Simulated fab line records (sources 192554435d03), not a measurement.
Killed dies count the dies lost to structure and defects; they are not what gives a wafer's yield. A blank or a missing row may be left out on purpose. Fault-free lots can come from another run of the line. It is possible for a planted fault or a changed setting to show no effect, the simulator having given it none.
fab line records -- flow n5_finfet
[record] lots = 7, wafers = 39
route steps=1938 shown FIN_SAQP@96 STI_FIN_REVEAL@190 SPACER0@258
start_h: start of the lot's first displayed wafer, in hours after the record's first day -- wait_h: how many hours have passed since the lot's step before this one -- " unchanged from the row above -- L1.1+2: a single row standing in for several wafers -- - no value, or no start given -- * or withheld: withheld -- < > ~ a bound
route shown NAME@n: a module of which the file shows steps, and the number in the route of the first -- usual: the fault-free wafers' mean and standard deviation -- same: alike in all rows -- chamber/n: place in a boat -- sites: the reading at each site -- _std_site: standard deviation of those values -- _edge_site: the outer-site mean with the inner-site mean subtracted -- radius_mm: how far each site lies from the wafer's centre -- mask NAME#n: copy n -- behind: tool/chamber where the wafer was last shaped -- hold: what put the lot on hold/how long, in hours/how the hold closed -- device: whichever transistor did not switch (one of n, p or np) -- end of line: the same wafers' tests at the end of the route -- a step without rows: its recipe alone -- killed: dies lost to structure and defects at the first sort, not the wafer's yield -- map: a wafer's dies, marking killed ones x, the rest . and places with no die _
set.NAME: the setting as run; set.NAME@STEP: as run at that earlier step -- model.NAME: the simulator's own value behind a step, which no gauge read
lots with deliberately changed settings; one table per step, one row per wafer
[[steps]]
[step N5_FIN_SAQP_HM_DEP_03]
[recipe] material = SiNx, target_thk_a = 380, temp_c = 400, precursor = SiH4/NH3/N2, pressure_torr = 1.5, rf_w = 300, time_s = 33.6
lot.wafer,tool,chamber,start_h,wait_h,set.time_s,model.SiNx_of_FIN_SAQP_HM_DEP_03.thk_nm
L082.1,pecvd-03,2,69.35,0.2,33.6,38.44
L082.2,pecvd-03,0,69.35,0.2,44.62,50.68
L082.3,pecvd-03,1,69.35,0.2,33.6,37.89
L082.4,pecvd-03,1,69.35,0.2,44.62,51.58
L082.5,pecvd-03,2,69.35,0.2,33.6,38.78
L082.6,pecvd-03,0,69.35,0.2,44.62,51.53
L087.1,pecvd-04,1,100.52,0.2,33.6,37.83
L087.2,pecvd-04,2,100.52,0.2,13.7,15.25
L087.3,pecvd-04,0,100.52,0.2,13.7,15.06
L087.4,pecvd-04,2,100.52,0.2,33.6,37.79
L087.5,pecvd-04,0,100.52,0.2,33.6,37.84
L087.6,pecvd-04,1,100.52,0.2,13.7,15.6
L088.1,pecvd-03,2,105.76,0.2,33.6,38.02
L088.3,pecvd-03,0,105.76,0.2,33.6,38.61
L088.6,pecvd-03,0,105.76,0.2,33.6,38.49
L091.1,pecvd-04,1,123.87,0.2,33.6,37.31
L091.2,pecvd-04,0,123.87,0.2,33.6,37.1
L091.3,pecvd-04,2,123.87,0.2,33.6,37.37
L091.4,pecvd-04,0,123.87,0.2,33.6,37.85
L091.5,pecvd-04,1,123.87,0.2,33.6,38.54
L091.6,pecvd-04,2,123.87,0.2,33.6,37.72
L093.1,pecvd-01,2,135.15,0.2,33.6,37.79
L093.2,pecvd-01,1,135.15,0.2,33.6,37.92
L093.3,pecvd-01,0,135.15,0.2,26.05,29.26
L093.4,pecvd-01,2,135.15,0.2,33.6,37.84
L093.5,pecvd-01,0,135.15,0.2,26.05,29.12
L093.6,pecvd-01,1,135.15,0.2,26.05,29.54
L094.1,pecvd-04,1,141.40,0.2,33.6,37.28
L094.2,pecvd-04,0,141.40,0.2,25.03,27.4
L094.3,pecvd-04,1,141.40,0.2,33.6,37.67
L094.4,pecvd-04,0,141.40,0.2,25.03,27.96
L094.5,pecvd-04,1,141.40,0.2,25.03,28.3
L094.6,pecvd-04,0,141.40,0.2,33.6,37.7
L096.1,pecvd-03,2,153.43,0.2,47.73,53.99
L096.2,pecvd-03,0,153.43,0.2,47.73,53.72
L096.3,pecvd-03,1,153.43,0.2,33.6,37.89
L096.4,pecvd-03,0,153.43,0.2,47.73,55.01
L096.5,pecvd-03,1,153.43,0.2,33.6,38.82
L096.6,pecvd-03,2,153.43,0.2,33.6,38.5
[step N5_FIN_SAQP_THK_MEAS_05]
[usual] thk_nm = 38.0/0.54
lot.wafer,tool,chamber,start_h,wait_h,set.time_s@FIN_SAQP_HM_DEP_03,thk_nm
L082.1,film_metro-01,-,69.43,0.1,33.6,38.4
L082.2,film_metro-01,-,69.43,0.1,44.62,50.7
L082.3,film_metro-01,-,69.43,0.1,33.6,37.9
L082.4,film_metro-01,-,69.43,0.1,44.62,51.6
L082.5,film_metro-01,-,69.43,0.1,33.6,38.7
L082.6,film_metro-01,-,69.43,0.1,44.62,51.6
L087.1,film_metro-02,-,100.60,0.1,33.6,37.9
L087.2,film_metro-02,-,100.60,0.1,13.7,15.3
L087.3,film_metro-02,-,100.60,0.1,13.7,15.1
L087.4,film_metro-02,-,100.60,0.1,33.6,37.8
L087.5,film_metro-02,-,100.60,0.1,33.6,37.8
L087.6,film_metro-02,-,100.60,0.1,13.7,15.6
L088.1,film_metro-01,-,105.85,0.1,33.6,38.0
L088.3,film_metro-01,-,105.85,0.1,33.6,38.6
L088.6,film_metro-01,-,105.85,0.1,33.6,38.5
L091.1,film_metro-02,-,123.96,0.1,33.6,37.3
L091.2,film_metro-02,-,123.96,0.1,33.6,37.1
L091.3,film_metro-02,-,123.96,0.1,33.6,37.4
L091.4,film_metro-02,-,123.96,0.1,33.6,37.8
L091.5,film_metro-02,-,123.96,0.1,33.6,38.5
L091.6,film_metro-02,-,123.96,0.1,33.6,37.7
L093.1,film_metro-02,-,135.23,0.1,33.6,37.8
L093.2,film_metro-02,-,135.23,0.1,33.6,37.9
L093.3,film_metro-02,-,135.23,0.1,26.05,29.3
L093.4,film_metro-02,-,135.23,0.1,33.6,37.9
L093.5,film_metro-02,-,135.23,0.1,26.05,29.1
L093.6,film_metro-02,-,135.23,0.1,26.05,29.6
L094.1,film_metro-02,-,141.53,0.1,33.6,37.3
L094.2,film_metro-02,-,141.53,0.1,25.03,27.5
L094.3,film_metro-02,-,141.53,0.1,33.6,37.7
L094.4,film_metro-02,-,141.53,0.1,25.03,27.9
L094.5,film_metro-02,-,141.53,0.1,25.03,28.3
L094.6,film_metro-02,-,141.53,0.1,33.6,37.7
L096.1,film_metro-02,-,153.52,0.1,47.73,54.0
L096.2,film_metro-02,-,153.52,0.1,47.73,53.7
L096.3,film_metro-02,-,153.52,0.1,33.6,37.8
L096.4,film_metro-02,-,153.52,0.1,47.73,55.0
L096.5,film_metro-02,-,153.52,0.1,33.6,38.9
L096.6,film_metro-02,-,153.52,0.1,33.6,38.5
[step N5_FIN_SAQP_PECVD_47]
[recipe] material = a-Si, target_thk_a = 450, temp_c = 400, precursor = SiH4/He, pressure_torr = 3, rf_w = 100, time_s = 36.3
[step N5_FIN_SAQP_PECVD_48]
[recipe] material = SiNx, target_thk_a = 250, temp_c = 400, precursor = SiH4/NH3/N2, pressure_torr = 1.5, rf_w = 300, time_s = 22.1
[step N5_FIN_SAQP_MANDREL2_REMOVE_60]
[recipe] chemistry = HBr/Cl2/O2, bt_time_s = 10, target = a-Si, stop_on = SiNx, endpoint = OES-SiCl, over_etch_frac = 1, icp_w = 600, bias_w = 22, HBr_flow_sccm = 150, Cl2_flow_sccm = 80, O2_flow_sccm = 5, pressure_mtorr = 10
[step N5_FIN_SAQP_HM_OPEN_33]
[recipe] chemistry = CH3F/O2, target = SiNx, mask_material = SiO2, target_depth_a = 494, time_s = 70.6, pressure_mtorr = 30, source_w = 395, bias_w = 73, Ar_flow_sccm = 150, CH3F_flow_sccm = 30, O2_flow_sccm = 20, ion_energy_ev = 120, ends = cleared
[usual] etch_rf_on_time_s = 69.2/1.2
lot.wafer,tool,chamber,start_h,wait_h,set.time_s@FIN_SAQP_HM_DEP_03,etch_rf_on_time_s,model.etch.depth_nm
L082.1,rie_diel-04,3,73.96,0.0,33.6,69.4,37.81
L082.2,rie_diel-04,1,73.96,0.0,44.62,90.5,50.04
L082.3,rie_diel-04,2,73.96,0.0,33.6,68.5,37.19
L082.4,rie_diel-04,0,73.96,0.0,44.62,93.1,50.96
L082.5,rie_diel-04,0,73.96,0.0,33.6,69.5,38.08
L082.6,rie_diel-04,3,73.96,0.0,44.62,92.7,50.91
L087.1,rie_diel-01,2,105.27,0.0,33.6,69.5,37.12
L087.2,rie_diel-01,1,105.27,0.0,13.7,27.0,14.62
L087.3,rie_diel-01,0,105.27,0.0,13.7,26.3,14.44
L087.4,rie_diel-01,3,105.27,0.0,33.6,68.7,37.16
L087.5,rie_diel-01,3,105.27,0.0,33.6,68.3,37.13
L087.6,rie_diel-01,0,105.27,0.0,13.7,27.4,14.97
L088.1,rie_diel-01,0,110.49,0.0,33.6,68.3,37.39
L088.3,rie_diel-01,3,110.49,0.0,33.6,70.2,37.98
L088.6,rie_diel-01,0,110.49,0.0,33.6,69.1,37.8
L091.1,rie_diel-01,0,128.32,0.0,33.6,67.2,36.62
L091.2,rie_diel-01,2,128.32,0.0,33.6,68.3,36.47
L091.3,rie_diel-01,3,128.32,0.0,33.6,67.6,36.74
L091.4,rie_diel-01,1,128.32,0.0,33.6,69.1,37.21
L091.5,rie_diel-01,0,128.32,0.0,33.6,69.9,37.91
L091.6,rie_diel-01,3,128.32,0.0,33.6,68.4,37.08
L093.1,rie_diel-05,0,139.98,0.2,33.6,69.1,37.16
L093.2,rie_diel-05,1,139.98,0.2,33.6,70.1,37.22
L093.3,rie_diel-05,3,139.98,0.2,26.05,54.3,28.63
L093.4,rie_diel-05,2,139.98,0.2,33.6,70.0,37.17
L093.5,rie_diel-05,0,139.98,0.2,26.05,52.6,28.49
L093.6,rie_diel-05,1,139.98,0.2,26.05,54.1,28.83
L094.1,rie_diel-04,2,146.60,0.0,33.6,68.7,36.65
L094.2,rie_diel-04,0,146.60,0.0,25.03,49.7,26.72
L094.3,rie_diel-04,1,146.60,0.0,33.6,68.5,36.96
L094.4,rie_diel-04,3,146.60,0.0,25.03,51.3,27.33
L094.5,rie_diel-04,1,146.60,0.0,25.03,50.9,27.67
L094.6,rie_diel-04,0,146.60,0.0,33.6,69.4,37.08
L096.1,rie_diel-04,0,158.35,0.0,47.73,98.4,53.31
L096.2,rie_diel-04,3,158.35,0.0,47.73,99.3,53.09
L096.3,rie_diel-04,1,158.35,0.0,33.6,68.2,37.27
L096.4,rie_diel-04,2,158.35,0.0,47.73,102.6,54.31
L096.5,rie_diel-04,3,158.35,0.0,33.6,71.2,38.19
L096.6,rie_diel-04,2,158.35,0.0,33.6,71.4,37.87
[step N5_FIN_SAQP_ETCH_34]
[recipe] chemistry = C4F6/O2, target = SiO2, target_depth_a = 450, time_s = 15, ion_energy_ev = 250, pressure_mtorr = 30, source_w = 345, bias_w = 185, Ar_flow_sccm = 300, C4F6_flow_sccm = 10, O2_flow_sccm = 10, ends = cleared
[step N5_FIN_SAQP_STRIP_77]
[recipe] chemistry = N2/H2, time_s = 90, power_w = 100, temp_c = 40, pressure_mtorr = 100, rf_frequency_hz = 6e+07, bias_power_w = 3, n2_flow_sccm = 300, h2_flow_sccm = 300
[step N5_FIN_SAQP_ETCH_64]
[recipe] chemistry = CF4, target = SiO2, target_depth_a = 15, ion_energy_ev = 350, pressure_mtorr = 10, icp_w = 800, bias_w = 400, cf4_flow_sccm = 80
[step N5_FIN_SAQP_FIN_ETCH_36]
[recipe] chemistry = HBr/Cl2/O2, target_depth_a = 1200, mask_material = SiNx, time_s = 50.4, bias_w = 102, pressure_mtorr = 10, icp_w = 800, HBr_flow_sccm = 150, Cl2_flow_sccm = 80, O2_flow_sccm = 12
lot.wafer,tool,chamber,start_h,wait_h,set.time_s@FIN_SAQP_HM_DEP_03,model.SiNx_of_FIN_SAQP_HM_DEP_03.thk_nm
L082.1,rie_si-01,2,74.25,0.0,33.6,21.8
L082.2,rie_si-01,3,74.25,0.0,44.62,33.8
L082.3,rie_si-01,0,74.25,0.0,33.6,21
L082.4,rie_si-01,1,74.25,0.0,44.62,34.6
L082.5,rie_si-01,2,74.25,0.0,33.6,22
L082.6,rie_si-01,1,74.25,0.0,44.62,34.4
L087.1+5,rie_si-01,"0,1",105.55,0.0,33.6,20.8
L087.2+3+6,rie_si-01,"2,1,2",105.55,0.0,13.7,0
L087.4,rie_si-01,3,105.55,0.0,33.6,21.2
L088.1,rie_si-05,2,110.78,0.0,33.6,21
L088.3,rie_si-05,3,110.78,0.0,33.6,22
L088.6,rie_si-05,2,110.78,0.0,33.6,21.4
L091.1,rie_si-05,3,128.60,0.0,33.6,20.6
L091.2,rie_si-05,2,128.60,0.0,33.6,20.2
L091.3,rie_si-05,0,128.60,0.0,33.6,20.4
L091.4+6,rie_si-05,1,128.60,0.0,33.6,21.2
L091.5,rie_si-05,0,128.60,0.0,33.6,21.6
L093.1,rie_si-05,0,140.27,0.0,33.6,20.8
L093.2,rie_si-05,1,140.27,0.0,33.6,21.4
L093.3,rie_si-05,2,140.27,0.0,26.05,12.4
L093.4,rie_si-05,3,140.27,0.0,33.6,21
L093.5,rie_si-05,0,140.27,0.0,26.05,12.2
L093.6,rie_si-05,1,140.27,0.0,26.05,13
L094.1,rie_si-05,3,146.88,0.0,33.6,20.6
L094.2,rie_si-05,1,146.88,0.0,25.03,10.8
L094.3,rie_si-05,2,146.88,0.0,33.6,20.8
L094.4,rie_si-05,0,146.88,0.0,25.03,11.2
L094.5,rie_si-05,2,146.88,0.0,25.03,11.4
L094.6,rie_si-05,3,146.88,0.0,33.6,21
L096.1,rie_si-05,3,158.63,0.0,47.73,37.4
L096.2,rie_si-05,0,158.63,0.0,47.73,37
L096.3,rie_si-05,1,158.63,0.0,33.6,21.4
L096.4,rie_si-05,2,158.63,0.0,47.73,38
L096.5,rie_si-05,3,158.63,0.0,33.6,22
L096.6,rie_si-05,2,158.63,0.0,33.6,21.6
[step N5_STI_FIN_REVEAL_ETCHBACK_08]
[recipe] chemistry = C4F6/O2, target = SiO2, target_depth_a = 305, time_s = 10.167, ion_energy_ev = 250, pressure_mtorr = 30, source_w = 345, bias_w = 185, Ar_flow_sccm = 300, C4F6_flow_sccm = 10, O2_flow_sccm = 10
lot.wafer,tool,chamber,start_h,wait_h,set.time_s
L082.1+2+3+4+5+6,rie_diel-05,"0,1,2,3,2,1",81.66,0.2,10.167
L087.1+3+4,rie_diel-04,"3,0,3",113.26,0.4,10.167
L087.2+5+6,rie_diel-04,"2,0,2",113.26,0.4,5.183
L088.1+3+6,rie_diel-01,"3,0,3",118.17,0.3,10.167
L091.1+5+6,rie_diel-01,"0,3,2",136.60,0.4,4.416
L091.2+3+4,rie_diel-01,"1,2,3",136.60,0.4,10.167
L093.1+3+4,rie_diel-01,"3,1,2",147.67,0.2,15.74
L093.2+5+6,rie_diel-01,"0,2,1",147.67,0.2,10.167
L094.1+2+4,rie_diel-05,"3,1,2",155.39,0.2,10.167
L094.3+5+6,rie_diel-05,"0,1,0",155.39,0.2,5.909
L096.1+2+6,rie_diel-05,"1,2,2",166.49,0.2,10.167
L096.3+4+5,rie_diel-05,"0,3,3",166.49,0.2,6.04
[step N5_STI_FIN_REVEAL_STRIP_24]
[recipe] chemistry = N2/H2, time_s = 90, power_w = 100, temp_c = 40, pressure_mtorr = 100, rf_frequency_hz = 6e+07, bias_power_w = 3, n2_flow_sccm = 300, h2_flow_sccm = 300
[step N5_STI_FIN_REVEAL_PRECLEAN_25]
[recipe] chemistry = SPM, time_s = 90, temp_c = 120, mix = 4:1
[step N5_STI_FIN_REVEAL_SRD_23]
[recipe] dry = ipa_marangoni, time_s = 30, temp_c = 23, rinse_liquid = diw
[step N5_STI_FIN_REVEAL_FIN_H_MEAS_10]
[usual] trench_depth_nm = 52.0/0.5
lot.wafer,tool,chamber,start_h,wait_h,set.time_s@STI_FIN_REVEAL_ETCHBACK_08,trench_depth_nm
L082.1,ocd-02,-,84.67,0.0,10.167,52.5
L082.2,ocd-02,-,84.67,0.0,10.167,51.9
L082.3,ocd-02,-,84.67,0.0,10.167,52.4
L082.4,ocd-02,-,84.67,0.0,10.167,51.4
L082.5,ocd-02,-,84.67,0.0,10.167,51.6
L082.6,ocd-02,-,84.67,0.0,10.167,52.6
L087.1,ocd-02,-,116.22,0.0,10.167,51.9
L087.2,ocd-02,-,116.22,0.0,5.183,36.9
L087.3,ocd-02,-,116.22,0.0,10.167,52.4
L087.4,ocd-02,-,116.22,0.0,10.167,52.6
L087.5,ocd-02,-,116.22,0.0,5.183,37.1
L087.6,ocd-02,-,116.22,0.0,5.183,37.1
L088.1,ocd-01,-,121.35,0.0,10.167,52.2
L088.3,ocd-01,-,121.35,0.0,10.167,51.9
L088.6,ocd-01,-,121.35,0.0,10.167,51.3
L091.1,ocd-01,-,139.55,0.0,4.416,33.7
L091.2,ocd-01,-,139.55,0.0,10.167,51.7
L091.3,ocd-01,-,139.55,0.0,10.167,51.6
L091.4,ocd-01,-,139.55,0.0,10.167,51.4
L091.5,ocd-01,-,139.55,0.0,4.416,33.6
L091.6,ocd-01,-,139.55,0.0,4.416,33.7
L093.1,ocd-01,-,150.63,0.0,15.74,69.1
L093.2,ocd-01,-,150.63,0.0,10.167,52.7
L093.3,ocd-01,-,150.63,0.0,15.74,69.0
L093.4,ocd-01,-,150.63,0.0,15.74,68.1
L093.5,ocd-01,-,150.63,0.0,10.167,51.3
L093.6,ocd-01,-,150.63,0.0,10.167,52.1
L094.1,ocd-01,-,158.35,0.0,10.167,51.4
L094.2,ocd-01,-,158.35,0.0,10.167,52.0
L094.3,ocd-01,-,158.35,0.0,5.909,39.2
L094.4,ocd-01,-,158.35,0.0,10.167,51.6
L094.5,ocd-01,-,158.35,0.0,5.909,38.8
L094.6,ocd-01,-,158.35,0.0,5.909,39.1
L096.1,ocd-01,-,169.44,0.0,10.167,52.3
L096.2,ocd-01,-,169.44,0.0,10.167,52.0
L096.3,ocd-01,-,169.44,0.0,6.04,39.8
L096.4,ocd-01,-,169.44,0.0,6.04,40.1
L096.5,ocd-01,-,169.44,0.0,6.04,40.0
L096.6,ocd-01,-,169.44,0.0,10.167,51.9
[step N5_SPACER0_ALD_07]
[recipe] material = SiNx, target_thk_a = 20, temp_c = 400, ald_precursor_family = SiH2I2, ald_co_reactant = N2/H2-plasma, pressure_torr = 2
lot.wafer,tool,chamber,start_h,wait_h,set.target_thk_a,model.SiNx_of_SPACER0_ALD_07.thk_nm
L082.1+2+3+4+5+6,ald_sin-01,"1,0,2,3,3,0",95.63,0.4,20,2
L087.1+3+5,ald_sin-04,"0,2,2",126.50,0.1,20,2
L087.2+4+6,ald_sin-04,"3,1,1",126.50,0.1,24.71,2.4
L088.1+3+6,ald_sin-01,"2,3,3",133.88,0.0,20,2
L091.1+2+5,ald_sin-04,"1,0,0",149.90,0.3,20,2
L091.3+4+6,ald_sin-04,"3,2,1",149.90,0.3,10.41,1
L093.1+2+3,ald_sin-01,"2,3,1",161.23,0.0,20,2
L093.4+5+6,ald_sin-01,"0,3,0",161.23,0.0,16.41,1.6
L094.1+5+6,ald_sin-03,"2,2,1",168.66,0.0,15.53,1.6
L094.2+3+4,ald_sin-03,"1,0,3",168.66,0.0,20,2
L096.1+2+3+4+5+6,ald_sin-03,"3,1,0,2,1,0",179.43,0.0,20,2
[[key]]
[split] step = N5_FIN_SAQP_HM_DEP_03, setting = time_s, stated = 33.6, by = wafer
[response] step = N5_FIN_SAQP_HM_DEP_03, reading = model.SiNx_of_FIN_SAQP_HM_DEP_03.thk_nm, change = +0.381, per = 1%, r = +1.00
[response] step = N5_FIN_SAQP_THK_MEAS_05, reading = thk_nm, change = *, per = 1%, r = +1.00
[response] step = N5_FIN_SAQP_HM_OPEN_33, reading = etch_rf_on_time_s, change = *, per = 1%, r = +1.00
[response] step = N5_FIN_SAQP_HM_OPEN_33, reading = model.etch.depth_nm, change = +0.381, per = 1%, r = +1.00
[response] step = N5_FIN_SAQP_FIN_ETCH_36, reading = model.SiNx_of_FIN_SAQP_HM_DEP_03.thk_nm, change = +0.367, per = 1%, r = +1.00
[split] step = N5_STI_FIN_REVEAL_ETCHBACK_08, setting = time_s, stated = 10.167, by = wafer
[response] step = N5_STI_FIN_REVEAL_FIN_H_MEAS_10, reading = trench_depth_nm, change = +0.308, per = 1%, r = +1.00
[split] step = N5_SPACER0_ALD_07, setting = target_thk_a, stated = 20, by = wafer
[response] step = N5_SPACER0_ALD_07, reading = model.SiNx_of_SPACER0_ALD_07.thk_nm, change = +0.02, per = 1%, r = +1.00
